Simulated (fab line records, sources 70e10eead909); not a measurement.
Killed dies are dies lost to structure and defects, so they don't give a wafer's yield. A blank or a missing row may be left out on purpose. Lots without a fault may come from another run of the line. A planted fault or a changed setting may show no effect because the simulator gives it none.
Which tool did it? | flow nand_harc | 12 lots, 36 wafers sampled, at 2 steps of a route of 1302

WHAT THE GAUGES READ, wafer by wafer
NHARC_P_CONTACT_OVL_MEAS_13. Usual: overlay_x_nm 0.1 nm, standard deviation 0.99; overlay_y_nm -0.1 nm, standard deviation 0.84.
lot  | measured     | on         | overlay_x_nm (nm) | overlay_y_nm (nm) | flag
L417 | day 5 18:49  | overlay-02 | 0.5 1.0 1.2       | 0.0 0.2 -0.1      |
L420 | day 7 00:51  | overlay-02 | -0.8 -0.6 -1.1    | -0.6 0.0 -0.5     |
L422 | day 7 23:24  | overlay-01 | 1.2 0.7 0.8       | -1.2 -0.7 -1.3    |
L423 | day 8 17:57  | overlay-01 | 0.4 0.4 -0.3      | -0.3 -0.6 -0.5    |
L425 | day 9 05:15  | overlay-01 | -1.3 -2.0 -1.3    | -1.7 -1.5 -1.3    |
L428 | day 10 13:47 | overlay-02 | 1.2 1.3 1.0       | -1.0 -0.9 -1.3    |
L433 | day 12 21:16 | overlay-01 | -0.2 0.2 -0.5     | 0.0 -0.6 0.0      |
L434 | day 12 23:19 | overlay-01 | 0.7 0.1 0.3       | 1.3 1.3 1.2       |
L435 | day 13 15:39 | overlay-02 | 1.2 1.0 0.8       | 0.2 0.4 0.2       |
L436 | day 13 15:57 | overlay-02 | -1.2 -1.3 -0.8    | -0.7 -0.2 -0.4    |
L437 | day 14 06:11 | overlay-02 | -0.8 -0.4 -0.6    | 1.5 1.1 1.0       |
L438 | day 15 01:40 | overlay-01 | -0.1 -0.3 -0.8    | 0.4 0.3 0.2       |

WHICH TOOL RAN EACH LOT (tool, then ch and the chambers of the sampled wafers, then the start)
lot  | NHARC_P_GATE_RTA_82
L417 | rtp_anneal-01 ch 0, day 5 17:04
L420 | rtp_anneal-01 ch 0, day 6 22:58
L422 | rtp_anneal-01 ch 0, day 7 21:30
L423 | rtp_anneal-01 ch 0, day 8 16:03
L425 | rtp_anneal-01 ch 0, day 9 03:21
L428 | rtp_anneal-02 ch 0, day 10 11:58
L433 | rtp_anneal-01 ch 0, day 12 19:22
L434 | rtp_anneal-02 ch 0, day 12 21:25
L435 | rtp_anneal-01 ch 0, day 13 13:55
L436 | rtp_anneal-01 ch 0, day 13 14:05
L437 | rtp_anneal-02 ch 0, day 14 04:25
L438 | rtp_anneal-02 ch 0, day 14 23:55
- NHARC_P_GATE_RTA_82: time 30 s.

WHAT THE TOOLS THEMSELVES READ (means of the sampled wafers that have a number; where no wafer has one, the mark that the record gives instead)
NHARC_P_GATE_RTA_82. Usual: lamp_power_pct 4.16 %, standard deviation 0.24; lamp_zone_4_pct 4.16 %, standard deviation 0.24; wafer_temp_C_max 451.6, standard deviation 0.38.
lot  | tool          | lamp_power_pct (%) | lamp_zone_4_pct (%) | wafer_temp_C_max | flag
L417 | rtp_anneal-01 | 4.38               | 4.38                | 452.0            |
L420 | rtp_anneal-01 | 4.38               | 4.38                | 451.8            |
L422 | rtp_anneal-01 | 4.38               | 4.38                | 451.7            |
L423 | rtp_anneal-01 | 4.38               | 4.38                | 451.8            |
L425 | rtp_anneal-01 | 4.38               | 4.39                | 451.8            |
L428 | rtp_anneal-02 | 3.91               | 3.91                | 451.3            |
L433 | rtp_anneal-01 | 4.38               | 4.38                | 451.7            |
L434 | rtp_anneal-02 | 3.91               | 3.91                | 451.5            |
L435 | rtp_anneal-01 | 4.39               | 4.38                | 451.4            |
L436 | rtp_anneal-01 | 4.38               | 4.38                | 451.3            |
L437 | rtp_anneal-02 | 3.90               | 3.91                | 451.3            |
L438 | rtp_anneal-02 | 3.91               | 3.91                | 451.4            |

THE ANSWER, worked out from the rows above alone
Rule: a lot is off if the mean of its wafers that have a number lies more than 3 standard deviations from the usual mean. A lot without any number at a reading at which 4 lots or more have one is off too. The other lots that the step has rows for count as sound. The gauges are gone through in route order, then the tools' own readings, and for those a lot's mean is taken as printed above. The first step at which some lot is off is used, and at that step the reading that is off furthest; a lot without a number counts as furthest.
No lot is off at any reading shown: from this, nothing can be told.

WHAT THE SIMULATOR HAD PUT IN
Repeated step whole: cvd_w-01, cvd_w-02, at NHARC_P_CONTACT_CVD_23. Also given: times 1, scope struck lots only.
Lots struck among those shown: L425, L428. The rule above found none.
